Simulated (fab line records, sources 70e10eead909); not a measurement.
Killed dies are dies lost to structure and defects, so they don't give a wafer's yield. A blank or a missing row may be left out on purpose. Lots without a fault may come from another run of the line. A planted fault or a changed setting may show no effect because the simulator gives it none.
A struck lot beside a sound one | flow nand_harc | 15 steps out of a route of 1302
Sound: wafers L799.1, L799.4, L799.5. Struck: wafer L809.3. (L809.4 of the same lot was not struck and is left out.) The cause comes at the end.
At each step with rows: each side's tool, then ch and its chambers, then its first start. Under that, the readings that differ: sound wafers | struck wafers | difference of the means | sigmas: that difference in standard deviations of wafers without a fault.
alike: readings whose means differ by less than 2 such deviations, and words and numbers that are the same on both sides. not compared: withheld readings, readings that some wafer has no value for, bounds like >300 that may hide the same value, and numbers for which the record gives no deviation and whose values overlap.
The two part at a step that has a row with sigmas, a row that says differs or no value, or rows on one side only. Numbers that don't overlap but have no deviation are shown without sigmas and don't part them. A reading that every wafer of one side lacks parts them only if that side has two wafers or more.

first, 4 steps without rows for these wafers: NHARC_A_BONDPAD_EBR_05; NHARC_A_BONDPAD_EXPOSE_06 (exposes mask A BPAD); NHARC_A_BONDPAD_PEB_07 (peb time 80 s); NHARC_A_BONDPAD_DEVELOP_08 (time 50 s).
NHARC_A_BONDPAD_CD_MEAS_09: target cd 500 nm.
  sound on cd_sem-02 ch 0, day 27 03:59; struck on cd_sem-01 ch 0, day 30 21:46
  alike: cd_nm
NHARC_A_BONDPAD_OVL_MEAS_35:
  sound on overlay-01, day 27 04:04; struck on overlay-01, day 30 21:52
  alike: overlay_x_nm, overlay_y_nm
then, 1 step without rows for these wafers: NHARC_A_BONDPAD_HARDBAKE_10 (time 65 s).
NHARC_A_BONDPAD_DESCUM_11: chemistry O2, time 3 s.
  sound on rie_diel-04 ch 0,1,2, day 27 04:11; struck on rie_diel-06 ch 2, day 30 21:59
  reading                     | sound       | struck | difference | sigmas
  drypump_motor_current_A (A) | 5.1 5.6 5.7 | 6.3    | +0.8       | +2
  alike: o2_flow_sccm, oes_product_au, rf_vpp_V, showerhead_plenum_p_Torr, throttle_valve_pct
  not compared: rf_hours_counter_h
NHARC_A_BONDPAD_ETCH_34: etches the open film in N2/H2, target depth 60 nm, overetch 18 nm, time 65.91 s.
  sound on rie_diel-04 ch 0,1,3, day 27 04:17; struck on rie_diel-06 ch 2, day 30 22:04
  alike: drypump_motor_current_A, oes_product_au, rf_vpp_V, showerhead_plenum_p_Torr, throttle_valve_pct
  not compared: rf_hours_counter_h
NHARC_A_BONDPAD_ETCH_12: etches the open film in CHF3/O2, target depth 220 nm, time 110 s.
  sound on rie_diel-04 ch 0,2; struck on rie_diel-06 ch 1
  reading                         | sound          | struck | difference | sigmas
  showerhead_plenum_p_Torr (Torr) | 2.32 2.51 2.51 | 2.57   | +0.12      | +2
  alike: drypump_motor_current_A, o2_flow_sccm, oes_product_au, rf_vpp_V, throttle_valve_pct
  not compared: rf_hours_counter_h
NHARC_A_BONDPAD_CD_MEAS_13:
  sound on cd_sem-02, day 27 04:31; struck on cd_sem-01, day 30 22:18
  alike: cd_nm
NHARC_A_BONDPAD_STRIP_15: strips in O2.
  sound on rie_diel-06 ch 1,2,3, day 27 04:37; struck on rie_diel-09 ch 2, day 30 22:23
  reading                     | sound                | struck | difference | sigmas
  drypump_motor_current_A (A) | 5.6 5.3 6.2          | 6.6    | +0.9       | +2
  throttle_valve_pct (%)      | 17.038 17.053 17.055 | 17.027 | -0.022     | -2
  alike: o2_flow_sccm, oes_product_au, rf_vpp_V, showerhead_plenum_p_Torr
  not compared: rf_hours_counter_h
NHARC_A_BONDPAD_ETCH_24: etches the open film in CF4/N2, target depth 30 nm, time 72.99 s.
  sound on rie_diel-06 ch 0,1,3, day 27 04:45; struck on rie_diel-09 ch 3, day 30 22:31
  reading        | sound       | struck  | difference | sigmas
  over_etch_frac | 0.3 0.3 0.3 | 0.20332 | -0.09668   |
  alike: drypump_motor_current_A, oes_product_au, rf_vpp_V, showerhead_plenum_p_Torr, throttle_valve_pct
  not compared: rf_hours_counter_h
then, 1 step without rows for these wafers: NHARC_A_BONDPAD_STRIP_16 (strips in post etch residue remover, time 600 s).
NHARC_END_SORT_01:
  sound on prober-02 ch 0, day 28 10:11; struck on prober-01 ch 0, day 32 08:48
  alike: defect_limited_yield, killed_at_array, killed_at_other, killed_at_periphery, killed_dies, killed_open, killed_short

WHERE THEY PART
First at NHARC_A_BONDPAD_DESCUM_11; last, within this record, at NHARC_A_BONDPAD_STRIP_15. Later steps at which nothing parts them and some readings are alike: NHARC_A_BONDPAD_ETCH_24, NHARC_END_SORT_01.

WHY: what the simulator had put in
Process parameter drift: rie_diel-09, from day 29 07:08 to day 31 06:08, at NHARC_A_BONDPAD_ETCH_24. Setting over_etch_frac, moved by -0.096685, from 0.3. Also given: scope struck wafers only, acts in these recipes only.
